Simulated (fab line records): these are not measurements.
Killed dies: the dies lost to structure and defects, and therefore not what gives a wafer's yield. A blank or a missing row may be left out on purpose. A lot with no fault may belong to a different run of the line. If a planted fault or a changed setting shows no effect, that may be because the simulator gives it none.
Which tool is to blame? ; flow nand_harc ; 13 lots, 39 wafers sampled, at 6 steps of a route of 1302

## WHAT THE GAUGES SHOWED, per wafer
NHARC_A_SOURCE_PLATE_THK_MEAS_06: measures by ellipsometry.
lot;measured;on;thk_nm (nm)
L243;day 7 11:50;film_metro-01;202.7 204.0 201.7
L246;day 8 20:55;film_metro-01;200.5 200.7 200.0
L247;day 9 06:33;film_metro-01;197.1 198.9 197.1
L249;day 10 00:07;film_metro-01;202.6 200.8 203.2
L250;day 10 17:05;film_metro-01;198.3 198.1 199.7
L252;day 11 10:01;film_metro-01;200.4 202.4 200.8
L253;day 11 21:58;film_metro-01;199.2 199.1 199.6
L254;day 12 10:08;film_metro-01;199.2 199.3 197.5
L261;day 15 03:20;film_metro-01;198.7 200.0 201.0
L262;day 15 17:13;film_metro-01;201.6 204.5 201.8
L264;day 16 09:24;film_metro-02;203.1 201.5 201.2
L265;day 16 18:59;film_metro-01;199.6 201.8 200.9
L266;day 17 12:28;film_metro-02;200.3 200.9 203.2

NHARC_A_ONON_D1_THK_MEAS_30: measures by ellipsometry.
lot;measured;on;thk_nm (nm)
L243;day 8 00:50;film_metro-02;981 982 981
L246;day 9 11:03;film_metro-01;998 997 997
L247;day 9 19:35;film_metro-02;1006 1007 1007
L249;day 10 12:51;film_metro-01;997 997 994
L250;day 11 09:10;film_metro-01;997 998 998
L252;day 11 22:46;film_metro-01;1021 1023 1021
L253;day 12 10:44;film_metro-01;718 1005 720
L254;day 13 03:08;film_metro-02;1011 1010 725
L261;day 15 16:53;film_metro-01;999 999 1000
L262;day 16 09:25;film_metro-01;1000 1001 1000
L264;day 16 22:23;film_metro-01;996 995 996
L265;day 17 07:59;film_metro-01;997 995 997
L266;day 18 05:58;film_metro-02;1010 1010 1007

NHARC_A_CHANNEL_HOLE_D1_INSPECT_12.
lot;measured;on;raw_defect_count
L243;day 8 07:05;defect_inspect-02;6 2 5
L246;day 9 14:17;defect_inspect-01;3 5 9
L247;day 9 22:49;defect_inspect-01;7 7 1
L249;day 10 16:26;defect_inspect-01;4 3 1
L250;day 11 12:34;defect_inspect-02;5 1 3
L252;day 12 02:09;defect_inspect-02;5 9 15
L253;day 12 17:58;defect_inspect-01;5
L254;day 13 06:50;defect_inspect-02;7 9
L261;day 15 20:14;defect_inspect-02;5 5 9
L262;day 16 12:47;defect_inspect-01;4 2 4
L264;day 17 03:41;defect_inspect-02;7 7 5
L265;day 17 11:16;defect_inspect-01;5 5 2
L266;day 18 09:53;defect_inspect-01;4 7 1

NHARC_END_SORT_01.
lot;measured;on;killed_at_array;killed_at_other;killed_at_periphery;killed_dies;killed_open;killed_short
L253;day 29 05:34;prober-01;671 34 673;0 0 0;6 4 4;677 38 677;2 1 0;6 1 1
L254;day 29 06:23;prober-02;81 70 672;0 1 2;6 5 3;87 76 677;1 0 4;3 5 2

## WHICH TOOL RAN EACH LOT (tool, then ch and the chambers of the sampled wafers, then the start)
lot;NHARC_A_ONON_D1_DEP_28;NHARC_A_CHANNEL_HOLE_D1_DESCUM_15
L243;pecvd_onon-03 ch 0, day 8 00:19;rie_diel-02 ch 1,2,3, day 8 07:10
L246;pecvd_onon-04 ch 0, day 9 10:32;rie_diel-02 ch 2,3, day 9 14:22
L247;pecvd_onon-03 ch 0, day 9 19:07;rie_diel-07 ch 0,1,2, day 9 22:53
L249;pecvd_onon-02 ch 0, day 10 12:24;rie_diel-02 ch 0,1,2, day 10 16:31
L250;pecvd_onon-04 ch 0, day 11 08:49;rie_diel-02 ch 0,2,3, day 11 12:40
L252;pecvd_onon-04 ch 0, day 11 22:19;rie_diel-02 ch 0,2,3, day 12 02:13
L253;pecvd_onon-02 ch 0, day 12 10:13;rie_diel-02 ch 1, day 12 18:01
L254;pecvd_onon-02 ch 0, day 13 02:41;rie_diel-01 ch 2,3, day 13 06:54
L261;pecvd_onon-04 ch 0, day 15 16:25;rie_diel-02 ch 0,3, day 15 20:17
L262;pecvd_onon-03 ch 0, day 16 08:58;rie_diel-02 ch 0,2, day 16 12:51
L264;pecvd_onon-02 ch 0, day 16 21:55;rie_diel-02 ch 2,3, day 17 03:44
L265;pecvd_onon-02 ch 0, day 17 07:31;rie_diel-07 ch 2,3, day 17 11:19
L266;pecvd_onon-02 ch 0, day 18 05:26;rie_diel-01 ch 0,1,3, day 18 09:56
- NHARC_A_ONON_D1_DEP_28: target thk 1000 nm.
- NHARC_A_CHANNEL_HOLE_D1_DESCUM_15: chemistry O2, time 3 s.

## AS READ BY THE TOOLS THEMSELVES (means over the sampled wafers that have a number; for cases with no such wafer, the mark the record gives instead)
NHARC_A_CHANNEL_HOLE_D1_DESCUM_15.
lot;tool;drypump_motor_current_A (A);oes_product_au (a.u.);rf_vpp_V (V);showerhead_plenum_p_Torr (Torr);throttle_valve_pct (%)
L243;rie_diel-02;5.7;1.002;57.9;1.96;11.315
L246;rie_diel-02;5.4;0.997;57.3;1.97;11.317
L247;rie_diel-07;5.3;0.999;57.5;1.94;11.303
L249;rie_diel-02;5.8;0.995;57.5;2.00;11.310
L250;rie_diel-02;5.6;0.989;57.3;1.92;11.311
L252;rie_diel-02;5.6;0.998;58.2;1.92;11.308
L253;rie_diel-02;6.2;1.010;59.4;2.03;11.315
L254;rie_diel-01;6.1;1.007;57.5;1.88;11.322
L261;rie_diel-02;5.9;0.998;57.7;1.86;11.310
L262;rie_diel-02;5.5;0.984;58.3;2.00;11.314
L264;rie_diel-02;5.4;0.991;58.6;1.96;11.300
L265;rie_diel-07;5.7;0.995;57.5;1.87;11.311
L266;rie_diel-01;5.7;1.005;57.2;1.87;11.312

## THE ANSWER, worked out from the rows above alone
Rule: the usual values come from the lots themselves. Put in order of their means at a reading, lots are off if they are a third of the lots or fewer, leave a main group of 4 or more, and stand apart from it by a gap of 3 or more times the standard deviation of the main group's means; of several such gaps the widest counts. The tables above print the reading to a certain number of digits; a main group whose means all agree to those digits is not used. Also off: a lot with no number at a reading for which 4 or more lots have one. Any other lot the step has rows for is counted as sound. After the gauges, taken in route order, come the tools' own readings; for these a lot's mean is taken, as printed above. At the first step where some lot is off, the reading lying furthest off is the one used; lots without a number count as furthest.
Off: L253, L254, at NHARC_A_ONON_D1_THK_MEAS_30 (thk_nm). Main group: mean 1000 nm, sd 9.6.
If a tool, at a process step before that reading, ran all the lots that are off and no sound lot after the first of them, it fits. Gauges at NHARC_A_ONON_D1_THK_MEAS_30: tried the same way as those tools. No candidate that was tried fits.

## WHAT WAS PUT IN BY THE SIMULATOR
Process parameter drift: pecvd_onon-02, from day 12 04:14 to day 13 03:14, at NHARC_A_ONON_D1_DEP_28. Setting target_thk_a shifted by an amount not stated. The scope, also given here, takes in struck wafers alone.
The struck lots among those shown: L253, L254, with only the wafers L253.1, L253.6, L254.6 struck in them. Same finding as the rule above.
